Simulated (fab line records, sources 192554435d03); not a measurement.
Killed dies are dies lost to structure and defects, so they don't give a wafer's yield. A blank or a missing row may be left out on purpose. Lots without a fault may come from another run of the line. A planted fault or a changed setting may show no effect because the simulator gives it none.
Which tool did it? | flow n5_finfet | 12 lots, 34 wafers sampled, at 4 steps of a route of 1938

WHAT THE GAUGES READ, wafer by wafer
The record holds no reading of a measuring or inspecting step that can be judged against a usual standard deviation.

WHICH TOOL RAN EACH LOT (tool, then ch and the chambers of the sampled wafers, then the start)
lot  | N5_SDB_CMP_30                | N5_HKMG_FIN_ALD_74              | N5_HKMG_FIN_DESCUM_53             | N5_HKMG_FIN_CVD_62
L647 | cmp-01 ch 0,2,3, day 4 01:07 | ald_hk-02 ch 0,3, day 4 02:27   | rie_diel-04 ch 0,1, day 4 03:05   | thermal_cvd_si-02 ch 1,2, day 4 04:49
L649 | cmp-02 ch 0,1, day 4 11:03   | ald_hk-01 ch 0,2,3, day 4 12:30 | rie_diel-02 ch 0,1,3, day 4 13:08 | thermal_cvd_si-02 ch 1,2, day 4 14:52
L650 | cmp-02 ch 0,1, day 4 15:59   | ald_hk-03 ch 0,1, day 4 17:23   | rie_diel-02 ch 0,1, day 4 17:53   | thermal_cvd_si-01 ch 0,2, day 4 19:42
L653 | cmp-02 ch 0,2, day 5 09:02   | ald_hk-01 ch 0,1, day 5 10:16   | rie_diel-04 ch 0, day 5 10:54     | thermal_cvd_si-02 ch 0,2, day 5 12:38
L654 | cmp-02 ch 1,2, day 5 20:02   | ald_hk-01 ch 0,1, day 5 21:21   | rie_diel-01 ch 0,1, day 5 21:52   | thermal_cvd_si-01 ch 0,1, day 5 23:38
L655 | cmp-01 ch 0,1,2, day 6 01:35 | ald_hk-01 ch 0,2, day 6 03:10   | rie_diel-01 ch 1,3, day 6 03:40   | thermal_cvd_si-02 ch 0,1, day 6 05:24
L656 | cmp-01 ch 1,2,3, day 6 05:05 | ald_hk-03 ch 0,2,3, day 6 06:25 | rie_diel-02 ch 1,2,3, day 6 07:02 | thermal_cvd_si-01 ch 0,1, day 6 08:46
L657 | cmp-01 ch 0,1,2, day 6 14:23 | ald_hk-02 ch 1,2, day 6 15:39   | rie_diel-02 ch 0,1,2, day 6 16:46 | thermal_cvd_si-02 ch 0,1,2, day 6 18:33
L658 | cmp-01 ch 1,2,3, day 6 14:50 | ald_hk-01 ch 0,1,2, day 6 16:09 | rie_diel-01 ch 2,3, day 6 17:29   | thermal_cvd_si-01 ch 0,2, day 6 19:13
L663 | cmp-03 ch 0,2,3, day 7 22:04 | ald_hk-01 ch 0,2,3, day 7 23:25 | rie_diel-02 ch 0,2,3, day 7 23:55 | thermal_cvd_si-02 ch 0,1,2, day 8 01:41
L664 | cmp-02 ch 0,2,3, day 8 02:55 | ald_hk-01 ch 1,2,3, day 8 04:11 | rie_diel-02 ch 0,3, day 8 04:50   | thermal_cvd_si-01 ch 0,1,2, day 8 06:37
L670 | cmp-01 ch 0,3, day 9 21:16   | ald_hk-03 ch 0,3, day 9 22:35   | rie_diel-01 ch 1,2,3, day 9 23:32 | thermal_cvd_si-01 ch 0,1, day 10 01:16
- N5_SDB_CMP_30: polishes, stops on poly-Si, t overpolish 1.54 s, target thk 30 nm.
- N5_HKMG_FIN_ALD_74: deposits La2O3, target thk 0.5 nm, pulse time 6 s, co reactant pulse time 1 s.
- N5_HKMG_FIN_DESCUM_53: chemistry O2, time 7.9 s.
- N5_HKMG_FIN_CVD_62: deposits a-Si from Si2H6, target thk 3 nm, time 20.8 s.

WHAT THE TOOLS THEMSELVES READ (means of the sampled wafers that have a number; where no wafer has one, the mark that the record gives instead)
N5_SDB_CMP_30. Usual: head_pressure_psi 4.148 psi, standard deviation 0.01; motor_current_A 12.8 A, standard deviation 1.3; overpolish_run_s 1.542 s, standard deviation 0.0091; time_to_endpoint_s 19 s, standard deviation 3.5.
lot  | tool   | head_pressure_psi (psi) | motor_current_A (A) | overpolish_run_s (s) | time_to_endpoint_s (s) | flag
L647 | cmp-01 | 4.149                   | 12.8                | 1.539                | 20                     |
L649 | cmp-02 | 4.139                   | 12.4                | 1.549                | 18                     |
L650 | cmp-02 | 4.150                   | 12.2                | 1.544                | 20                     |
L653 | cmp-02 | 4.152                   | 13.3                | 1.543                | 22                     |
L654 | cmp-02 | 4.147                   | 11.9                | 1.534                | 18                     |
L655 | cmp-01 | 4.152                   | 13.7                | 1.535                | 19                     |
L656 | cmp-01 | 4.148                   | 12.5                | 1.554                | 18                     |
L657 | cmp-01 | 4.144                   | 13.9                | 1.534                | 21                     |
L658 | cmp-01 | 4.150                   | 12.5                | 1.548                | 17                     |
L663 | cmp-03 | 4.146                   | 12.3                | 1.540                | 20                     |
L664 | cmp-02 | 4.151                   | 13.3                | 1.536                | 20                     |
L670 | cmp-01 | 4.146                   | 12.8                | 1.546                | 17                     |

N5_HKMG_FIN_ALD_74. Usual: heater_power_w 347 W, standard deviation 36; precursor_pulse_height_rel 0.998, standard deviation 0.021.
lot  | tool      | heater_power_w (W) | precursor_pulse_height_rel | flag
L647 | ald_hk-02 | 379                | 0.998                      |
L649 | ald_hk-01 | 302                | 0.993                      |
L650 | ald_hk-03 | 357                | 1.008                      |
L653 | ald_hk-01 | 328                | 1.008                      |
L654 | ald_hk-01 | 327                | 0.995                      |
L655 | ald_hk-01 | 308                | 0.994                      |
L656 | ald_hk-03 | 369                | 1.007                      |
L657 | ald_hk-02 | 341                | 0.979                      |
L658 | ald_hk-01 | 318                | 0.993                      |
L663 | ald_hk-01 | 306                | 1.021                      |
L664 | ald_hk-01 | 321                | 0.998                      |
L670 | ald_hk-03 | 379                | 0.998                      |

N5_HKMG_FIN_DESCUM_53. Usual: bias_power_w 19.99 W, standard deviation 0.056; drypump_motor_current_A 5.6 A, standard deviation 0.43; oes_product_au 0.79 a.u., standard deviation 0.052; rf_vpp_V 243.0 V, standard deviation 1.3; showerhead_plenum_p_Torr 2.09 Torr, standard deviation 0.068; throttle_valve_pct 20.38 %, standard deviation 0.19.
lot  | tool        | bias_power_w (W) | drypump_motor_current_A (A) | oes_product_au (a.u.) | rf_vpp_V (V) | showerhead_plenum_p_Torr (Torr) | throttle_valve_pct (%) | flag
L647 | rie_diel-04 | 20.00            | 5.7                         | 0.79                  | 242.1        | 2.09                            | 20.48                  |
L649 | rie_diel-02 | 19.96            | 5.4                         | 0.84                  | 243.2        | 2.09                            | 20.38                  |
L650 | rie_diel-02 | 19.98            | 5.5                         | 0.80                  | 243.6        | 2.07                            | 20.25                  |
L653 | rie_diel-04 | 20.02            | 5.6                         | 0.71                  | 241.2        | 2.00                            | 20.46                  |
L654 | rie_diel-01 | 20.00            | 6.0                         | 0.80                  | 242.1        | 2.04                            | 20.38                  |
L655 | rie_diel-01 | 19.99            | 5.5                         | 0.78                  | 241.9        | 2.03                            | 20.46                  |
L656 | rie_diel-02 | 20.05            | 5.3                         | 0.82                  | 244.1        | 2.15                            | 20.34                  |
L657 | rie_diel-02 | 20.00            | 5.7                         | 0.79                  | 243.8        | 2.09                            | 20.23                  |
L658 | rie_diel-01 | 20.01            | 5.5                         | 0.78                  | 241.8        | 2.06                            | 20.51                  |
L663 | rie_diel-02 | 20.01            | 5.6                         | 0.81                  | 242.7        | 2.11                            | 20.37                  |
L664 | rie_diel-02 | 19.96            | 5.7                         | 0.80                  | 243.2        | 2.05                            | 20.42                  |
L670 | rie_diel-01 | 19.97            | 5.6                         | 0.77                  | 243.2        | 2.05                            | 20.39                  |

N5_HKMG_FIN_CVD_62. Usual: heater_power_w 1410 W, standard deviation 140; susceptor_temp_C 500.01 C, standard deviation 0.27.
lot  | tool              | heater_power_w (W) | susceptor_temp_C (C) | flag
L647 | thermal_cvd_si-02 | 1477               | 500.04               |
L649 | thermal_cvd_si-02 | 1478               | 499.86               |
L650 | thermal_cvd_si-01 | 1324               | 499.91               |
L653 | thermal_cvd_si-02 | 1488               | 500.14               |
L654 | thermal_cvd_si-01 | 1426               | 500.39               |
L655 | thermal_cvd_si-02 | 1439               | 500.02               |
L656 | thermal_cvd_si-01 | 1463               | 500.02               |
L657 | thermal_cvd_si-02 | 1486               | 499.91               |
L658 | thermal_cvd_si-01 | 1227               | 500.21               |
L663 | thermal_cvd_si-02 | 1574               | 511.85               | OFF
L664 | thermal_cvd_si-01 | 1346               | 499.85               |
L670 | thermal_cvd_si-01 | 1471               | 500.16               |

THE ANSWER, worked out from the rows above alone
Rule: a lot is off if the mean of its wafers that have a number lies more than 3 standard deviations from the usual mean. A lot without any number at a reading at which 4 lots or more have one is off too. The other lots that the step has rows for count as sound. The gauges are gone through in route order, then the tools' own readings, and for those a lot's mean is taken as printed above. The first step at which some lot is off is used, and at that step the reading that is off furthest; a lot without a number counts as furthest.
Off: L663, at N5_HKMG_FIN_CVD_62 (susceptor_temp_C).
A tool fits if, at that step or a process step before it, it ran every lot that is off, and no sound lot after the first of them. Can't be told from this: 2 tools fit, cmp-03 at N5_SDB_CMP_30, thermal_cvd_si-02 at N5_HKMG_FIN_CVD_62.

WHAT THE SIMULATOR HAD PUT IN
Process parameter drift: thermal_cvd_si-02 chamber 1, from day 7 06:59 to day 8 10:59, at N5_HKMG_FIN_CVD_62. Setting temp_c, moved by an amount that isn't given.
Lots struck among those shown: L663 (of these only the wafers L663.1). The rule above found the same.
